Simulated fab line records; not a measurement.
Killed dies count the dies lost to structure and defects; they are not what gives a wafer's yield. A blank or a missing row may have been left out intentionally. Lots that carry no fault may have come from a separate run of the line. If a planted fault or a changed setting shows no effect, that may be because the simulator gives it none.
Which tool did it? :: flow nandHarc :: 6 lots, 18 wafers sampled, at 3 steps of a route of 1302

## WHAT THE GAUGES SHOWED, per wafer
NHARC_A_ONON_D1_THK_MEAS_18: measures by ellipsometry.
lot: L409
measured: day 9 02:47
on: filmMetro-01
thkNm (nm): 998 998 999

lot: L412
measured: day 9 23:31
on: filmMetro-01
thkNm (nm): 988 989 989

lot: L414
measured: day 10 17:32
on: filmMetro-01
thkNm (nm): 1016 1016 1018

lot: L419
measured: day 13 07:01
on: filmMetro-02
thkNm (nm): 998 996 998

lot: L424
measured: day 15 08:30
on: filmMetro-01
thkNm (nm): 1005 1004 1006

lot: L428
measured: day 16 16:13
on: filmMetro-01
thkNm (nm): 680 682 681

## WHAT TOOL EACH LOT RAN ON (gives the tool, then ch and the chambers of the sampled wafers, and finally the start)
lot: L409
NHARC_A_ZERO_WELL_DESCUM_12: rieDiel-05 ch 0,2, day 7 17:56
NHARC_A_ONON_D1_DEP_16: pecvdOnon-01 ch 0, day 9 02:20

lot: L412
NHARC_A_ZERO_WELL_DESCUM_12: rieDiel-09 ch 0,1,3, day 8 18:51
NHARC_A_ONON_D1_DEP_16: pecvdOnon-01 ch 0, day 9 23:00

lot: L414
NHARC_A_ZERO_WELL_DESCUM_12: rieDiel-09 ch 0,1,2, day 9 11:20
NHARC_A_ONON_D1_DEP_16: pecvdOnon-01 ch 0, day 10 17:02

lot: L419
NHARC_A_ZERO_WELL_DESCUM_12: rieDiel-09 ch 1,2,3, day 11 19:49
NHARC_A_ONON_D1_DEP_16: pecvdOnon-01 ch 0, day 13 06:41

lot: L424
NHARC_A_ZERO_WELL_DESCUM_12: rieDiel-09 ch 0,3, day 13 23:44
NHARC_A_ONON_D1_DEP_16: pecvdOnon-04 ch 0, day 15 07:59

lot: L428
NHARC_A_ZERO_WELL_DESCUM_12: rieDiel-09 ch 0,1, day 15 07:26
NHARC_A_ONON_D1_DEP_16: pecvdOnon-01 ch 0, day 16 15:53
- NHARC_A_ZERO_WELL_DESCUM_12: chemistry O2, time 3 s.
- NHARC_A_ONON_D1_DEP_16: target thk 1000 nm.

## THE ANSWER, worked out from the rows above alone
Rule: what is usual is taken from the lots themselves. Put in order of their means at a reading, lots are off if they are a third of the lots or fewer, leave a main group of 4 or more, and stand apart from it by a gap of 3 or more times the standard deviation of the main group's means; of several such gaps the widest counts. If all means in a main group match to the digits the tables above print for the reading, that group is not used. Also off: a lot with no number at a reading for which 4 or more lots have one. Any other lot the step has rows for is counted as sound.
Off: L428, at NHARC_A_ONON_D1_THK_MEAS_18 (thkNm). For the main group the mean is 1001 nm and the standard deviation 9.3.
A tool fits if, at a process step before that reading, it ran every lot that is off, and no sound lot after the first of them. The gauges at NHARC_A_ONON_D1_THK_MEAS_18 are tried like those tools. Can't be told from this: 3 tools fit, rieDiel-09 at NHARC_A_ZERO_WELL_DESCUM_12, pecvdOnon-01 at NHARC_A_ONON_D1_DEP_16, filmMetro-01 at NHARC_A_ONON_D1_THK_MEAS_18.

## WHAT WAS PUT IN BY THE SIMULATOR
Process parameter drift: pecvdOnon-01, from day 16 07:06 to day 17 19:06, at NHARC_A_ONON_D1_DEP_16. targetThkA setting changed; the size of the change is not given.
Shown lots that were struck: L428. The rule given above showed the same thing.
